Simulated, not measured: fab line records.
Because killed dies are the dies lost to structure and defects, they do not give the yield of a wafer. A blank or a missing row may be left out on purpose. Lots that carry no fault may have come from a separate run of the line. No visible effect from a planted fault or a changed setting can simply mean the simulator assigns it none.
Matching of chambers    flow n5Finfet    N5_BEOL_M10_STRIP_67 on rieDiel-03 has 4 sister chambers
The step strips in CF4. 7 wafers are shown with their chamber, then 7 later ones without.

== WAFERS, EACH WITH ITS CHAMBER ==
wafer   chamber  showerheadPlenumPTorr (Torr)  throttleValvePct (%)
L081.3  3        1.75                          13.38
L082.1  2        1.72                          13.53
L082.4  1        1.73                          13.67
L087.4  2        1.72                          13.54
L087.6  0        1.89                          13.53
L091.1  0        1.89                          13.52
L091.3  1        1.72                          13.71

== WAFERS WHOSE CHAMBER IS MISSING ==
wafer   showerheadPlenumPTorr (Torr)  throttleValvePct (%)
L091.4  1.72                          13.71
L090.1  1.75                          13.42
L090.2  1.72                          13.59
L090.4  1.72                          13.72
L095.1  1.72                          13.73
L095.2  1.89                          13.57
L095.3  1.72                          13.58

== THE CHAMBER EACH PASSED THROUGH ==
wafer   from the rows above  in truth
L091.4  1                    1
L090.1  3                    3
L090.2  2                    2
L090.4  1                    1
L095.1  1                    1
L095.2  0                    0
L095.3  2                    2
7 of 7 placed correctly. Left unplaced by these rows: 0. 0 placed wrongly.
How it was worked out, from the rows above alone: a wafer's distance from a chamber is the root of the sum, over the readings, of the square of ((its reading less the chamber's mean) divided by the reading's scatter). The wafer belongs to the nearest chamber; if the next one is less than 2 further off, it can't be placed. Each chamber's mean is taken over the wafers shown for it. How the scatter is found: for the shown wafers, subtract from each reading the mean of its chamber, square and add these, divide the total by (wafers less chambers), then take the root.
